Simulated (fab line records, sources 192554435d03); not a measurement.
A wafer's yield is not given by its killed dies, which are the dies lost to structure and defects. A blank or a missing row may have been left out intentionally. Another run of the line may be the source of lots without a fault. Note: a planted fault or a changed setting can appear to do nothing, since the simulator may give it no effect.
fab line records	flow n5-finfet	part 2 of 2: steps 27 to 32 of 32
record lots=5	wafers=15	last-day=17
route steps=1938 shown BEOL_M9@1409
lots that met no fault: from a run of the same line without faults
start-h: the number of hours between the record's first day and the start of the first shown wafer of the lot	wait-h: hours elapsed since this lot's preceding step	" repeats the value in the row above	L1.1+2: several wafers, shown together as one row	- value missing, or start not given	* or withheld: withheld	< > ~ a bound
route shown NAME@n: names a module that has steps shown in the file, with the first one's number in the route	usual: mean and standard deviation over wafers with no fault	same: alike in all rows	chamber/n: place in a boat	sites: each site's reading	_std_site: how widely they spread, as a standard deviation	_edge_site: the outer-site mean with the inner-site mean subtracted	radius-mm: for every site, how far away it sits from the centre of the wafer	mask NAME#n: copy n	behind: the tool/chamber that last shaped the wafer	hold: why the lot went on hold/how many hours it stayed there/how the hold came to an end	device: names the non-switching transistor (n, p or np)	end of line: the route-end tests of the same wafers	where a step has no rows: the recipe by itself	killed: count of dies lost to structure and defects at first sort (not the wafer's yield)	map: the dies of a wafer, with x for killed, . for not killed, _ for no die there
set.NAME: setting as actually run; set.NAME@STEP: the setting as run at that earlier step	model.NAME: the simulator's own value behind a step, which no gauge read
lots at selected steps of the route; one table per step, one row per wafer
services: a tool's chamber out of use, with start hour (start-h, from the record's first day; less than 0 if before it), hours out, and reason
## steps
# step N5_BEOL_M9_OVL_MEAS_29
# recipe points-per-wafer=522
# usual V8_OVL=0.1/0.59
lot.wafer	tool	chamber	start-h	wait-h	V8_OVL[nm]
L075.3	overlay-02	0	209.07	0.0	-0.2
L075.5	"	0	"	"	-0.1
L075.6	"	0	"	"	-0.7
L076.1	overlay-02	0	225.02	0.0	0.2
L076.3	"	0	"	"	-0.1
L076.4	"	0	"	"	0.8
L095.1	overlay-02	0	331.77	0.0	0.7
L095.3	"	0	"	"	-0.3
L095.4	"	0	"	"	1.2
L094.2	overlay-01	0	331.82	0.0	1.2
L094.4	"	0	"	"	1.0
L094.6	"	0	"	"	1.1
L097.1	overlay-01	0	339.59	0.0	-0.1
L097.2	"	0	"	"	0.9
L097.3	"	0	"	"	-0.2
# step N5_BEOL_M9_INSPECT_30
# recipe mode=adi	inspect-instrument=brightfield
# usual raw-defect-count=399/92
lot.wafer	tool	chamber	start-h	wait-h	raw-defect-count
L075.3	defect-inspect-02	-	209.12	0.0	343
L075.5	"	-	"	"	343
L075.6	"	-	"	"	428
L076.1	defect-inspect-01	-	225.07	0.1	520
L076.3	"	-	"	"	428
L076.4	"	-	"	"	345
L095.1	defect-inspect-01	-	331.83	0.1	388
L095.3	"	-	"	"	349
L095.4	"	-	"	"	378
L094.2	defect-inspect-02	-	331.87	0.0	516
L094.4	"	-	"	"	343
L094.6	"	-	"	"	322
L097.1	defect-inspect-01	-	339.64	0.1	283
L097.2	"	-	"	"	420
L097.3	"	-	"	"	401
# step N5_BEOL_M9_DESCUM_33
# recipe chemistry=O2	time-s=7	source-power-w=50	bias-power-w=20	pressure-mtorr=20	rf-frequency-hz=2.712e+07	temp-c=40	resist=CAR-EUV	o2-flow-sccm=225
# usual drypump-motor-current-A=5.6/0.38	oes-product-au=0.81/0.091	rf-vpp-V=242.9/1.6	showerhead-plenum-p-Torr=2.08/0.089	throttle-valve-pct=20.33/0.25
lot.wafer	tool	chamber	start-h	wait-h	drypump-motor-current-A	oes-product-au	rf-hours-counter-h	rf-vpp-V	showerhead-plenum-p-Torr	throttle-valve-pct
L075.3	rie-diel-03	3	209.16	0.0	5.4	0.74	148	243.7	2.10	20.19
L075.5	"	2	"	"	5.1	0.70	-	244.1	2.14	20.43
L075.6	"	1	"	"	5.0	0.71	-	242.4	2.00	20.48
L076.1	rie-diel-02	0	225.11	0.0	5.3	0.84	55	242.9	2.13	20.22
L076.3	"	1	"	"	5.9	0.94	-	241.2	2.05	19.78
L076.4	"	0	"	"	5.3	0.84	-	243.2	2.13	20.22
L095.1	rie-diel-02	3	331.86	0.0	6.2	0.88	35	246.1	2.24	20.53
L095.3	"	1	"	"	5.8	0.86	45	242.1	2.04	19.85
L095.4	"	3	"	"	6.2	0.87	-	244.1	2.24	20.53
L094.2	rie-diel-05	1	332.23	0.4	6.1	0.86	43	246.7	2.22	20.27
L094.4	"	0	"	"	5.4	0.70	208	240.7	1.99	20.70
L094.6	"	3	"	"	5.8	0.68	-	241.5	1.96	20.50
L097.1	rie-diel-03	2	339.68	0.0	5.1	0.93	12	244.2	2.13	20.06
L097.2	"	0	"	"	5.9	0.76	173	241.6	2.00	20.45
L097.3	"	1	"	"	5.0	0.69	246	241.1	1.98	20.56
# step N5_BEOL_M9_ETCH_76
# recipe chemistry=N2/H2	target=underlayer	target-depth-a=65	mask-material=CAR-EUV	time-s=5.2	ion-energy-ev=200	pressure-mtorr=30	source-w=840	bias-w=150	n2-flow-sccm=200	h2-flow-sccm=200	ends=cleared
# usual drypump-motor-current-A=5.6/0.38	etch-rf-on-time-s=5.19/0.15	oes-product-au=0.68/0.077	rf-vpp-V=523/3	showerhead-plenum-p-Torr=2.52/0.11	throttle-valve-pct=17.8/0.3
lot.wafer	tool	chamber	start-h	wait-h	drypump-motor-current-A	etch-rf-on-time-s	oes-product-au	rf-hours-counter-h	rf-vpp-V	showerhead-plenum-p-Torr	throttle-valve-pct
L075.3	rie-diel-03	3	209.19	0.0	5.5	5.29	0.62	148	525	2.53	17.5
L075.5	"	2	"	"	5.1	5.17	0.61	-	525	2.62	18.2
L075.6	"	1	"	"	5.0	5.31	0.61	-	520	2.41	17.9
L076.1	rie-diel-02	0	225.16	0.0	5.3	5.17	0.71	55	526	2.58	17.7
L076.3	"	1	"	"	5.8	5.17	0.80	-	523	2.49	17.2
L076.4	"	0	"	"	5.3	5.13	0.71	-	524	2.58	17.7
L095.1	rie-diel-02	3	331.90	0.0	6.2	5.22	0.73	35	525	2.70	17.9
L095.3	"	1	"	"	5.9	5.25	0.73	45	524	2.47	17.2
L095.4	"	3	"	"	6.2	5.26	0.74	-	528	2.70	17.8
L094.2	rie-diel-05	1	332.27	0.0	6.2	5.04	0.75	43	528	2.70	17.7
L094.4	"	0	"	"	5.5	5.13	0.59	208	522	2.43	18.3
L094.6	"	3	"	"	5.8	5.44	0.58	-	521	2.41	18.1
L097.1	rie-diel-03	2	339.71	0.0	5.1	5.19	0.79	12	524	2.61	17.8
L097.2	"	0	"	"	5.9	4.96	0.65	173	521	2.40	17.6
L097.3	"	1	"	"	5.0	5.29	0.58	246	520	2.39	17.9
# step N5_BEOL_M9_ETCH_65
# recipe chemistry=CF4	target=SiARC	target-depth-a=156	mask-material=CAR-EUV	time-s=26	ion-energy-ev=80	pressure-mtorr=40	source-w=545	bias-w=36	Ar_flow_sccm=100	cf4-flow-sccm=100	ends=cleared
# usual drypump-motor-current-A=5.6/0.38	etch-rf-on-time-s=26.0/0.71	mfc-ar-sccm=100.0/0.31	oes-product-au=0.69/0.076	rf-vpp-V=183.9/1.3	showerhead-plenum-p-Torr=2.13/0.085	throttle-valve-pct=15.51/0.24
lot.wafer	tool	chamber	start-h	wait-h	drypump-motor-current-A	etch-rf-on-time-s	mfc-ar-sccm	oes-product-au	rf-hours-counter-h	rf-vpp-V	showerhead-plenum-p-Torr	throttle-valve-pct
L075.3	rie-diel-03	3	209.21	0.0	5.4	26.4	100.1	0.62	148	184.3	2.14	15.39
L075.5	"	2	"	"	5.1	25.9	99.4	0.60	-	184.3	2.20	15.81
L075.6	"	1	"	"	5.0	26.3	99.8	0.61	-	182.7	2.03	15.56
L076.1	rie-diel-02	0	225.19	0.0	5.3	25.9	99.7	0.71	55	183.9	2.18	15.46
L076.3	"	1	"	"	5.9	26.2	100.1	0.79	-	183.3	2.11	15.01
L076.4	"	0	"	"	5.3	26.0	100.0	0.71	-	185.3	2.18	15.45
L095.1	rie-diel-02	3	331.91	0.0	6.2	26.3	100.4	0.73	35	186.5	2.26	15.48
L095.3	"	1	"	"	5.8	26.5	99.9	0.73	45	182.9	2.10	15.06
L095.4	"	3	"	"	6.2	26.4	100.1	0.74	-	186.6	2.26	15.49
L094.2	rie-diel-05	1	332.29	0.0	6.1	25.5	100.2	0.75	43	184.1	2.26	15.35
L094.4	"	0	"	"	5.5	25.9	99.3	0.60	208	181.3	2.04	15.84
L094.6	"	3	"	"	5.7	27.3	100.5	0.59	-	182.9	2.04	15.95
L097.1	rie-diel-03	2	339.73	0.0	5.1	25.5	100.1	0.78	12	184.9	2.19	15.36
L097.2	"	0	"	"	5.9	24.7	100.1	0.66	173	182.3	2.05	15.66
L097.3	"	1	"	"	5.0	26.6	100.3	0.59	246	181.6	2.01	15.63
# step N5_BEOL_M9_ETCH_66
# recipe chemistry=N2/H2	target=SOC	target-depth-a=800	overetch-a=160	mask-material=SiARC	temp-c=40	time-s=120	ion-energy-ev=200	pressure-mtorr=30	source-w=840	bias-w=150	n2-flow-sccm=200	h2-flow-sccm=200
# usual drypump-motor-current-A=5.6/0.38	oes-product-au=0.61/0.065	rf-vpp-V=523.4/2.9	showerhead-plenum-p-Torr=2.52/0.11	throttle-valve-pct=17.7/0.3
lot.wafer	tool	chamber	start-h	wait-h	drypump-motor-current-A	oes-product-au	rf-hours-counter-h	rf-vpp-V	showerhead-plenum-p-Torr	throttle-valve-pct
L075.3	rie-diel-03	3	209.23	0.0	5.5	0.57	148	523.9	2.53	17.4
L075.5	"	2	"	"	5.1	0.55	-	526.4	2.62	18.1
L075.6	"	1	"	"	5.0	0.56	-	522.1	2.41	17.9
L076.1	rie-diel-02	0	225.23	0.0	5.3	0.63	55	524.0	2.58	17.6
L076.3	"	1	"	"	5.9	0.71	-	521.4	2.49	17.1
L076.4	"	0	"	"	5.3	0.63	-	525.0	2.58	17.6
L095.1	rie-diel-02	3	331.94	0.0	6.2	0.66	35	529.3	2.70	17.8
L095.3	"	1	"	"	5.9	0.65	45	521.8	2.47	17.2
L095.4	"	3	"	"	6.2	0.66	-	527.9	2.70	17.8
L094.2	rie-diel-05	1	332.31	0.0	6.1	0.65	43	527.7	2.70	17.6
L094.4	"	0	"	"	5.5	0.54	208	519.7	2.43	18.3
L094.6	"	3	"	"	5.8	0.54	-	521.5	2.41	18.1
L097.1	rie-diel-03	2	339.76	0.0	5.1	0.71	12	526.3	2.61	17.7
L097.2	"	0	"	"	5.9	0.57	173	520.6	2.40	17.6
L097.3	"	1	"	"	5.0	0.53	246	519.9	2.39	17.9
## services
tool	chamber	start-h	hours	kind
arfi-scanner-01	-	202.96	1.3	pm
rie-metal-02	-	207.27	0.2	repair
euv-scanner-02	-	211.71	1.0	pm
rie-diel-02	2	216.74	15.8	repair
arfi-scanner-01	-	227.10	1.0	pm
arfi-scanner-01	-	228.10	4.9	pm
euv-scanner-02	-	228.13	0.9	repair
arfi-scanner-03	-	231.32	1.3	pm
rie-diel-02	2	241.45	6.8	repair
rie-metal-01	0	257.98	2.9	repair
arfi-scanner-01	-	259.47	0.8	pm
rie-diel-03	3	260.48	12.1	repair
euv-scanner-02	-	265.76	0.2	repair
euv-scanner-02	-	267.86	1.0	pm
arfi-scanner-03	-	278.48	0.8	pm
arfi-scanner-01	-	280.51	1.6	repair
euv-scanner-02	-	282.03	0.4	repair
arfi-scanner-03	-	295.56	1.0	pm
euv-scanner-02	-	299.01	0.7	repair
euv-scanner-02	-	301.87	4.6	pm
rie-metal-02	-	302.98	1.2	repair
rie-diel-05	-	307.04	2.8	pm
rie-diel-02	2	307.05	32.1	repair
euv-scanner-02	-	326.12	1.0	pm
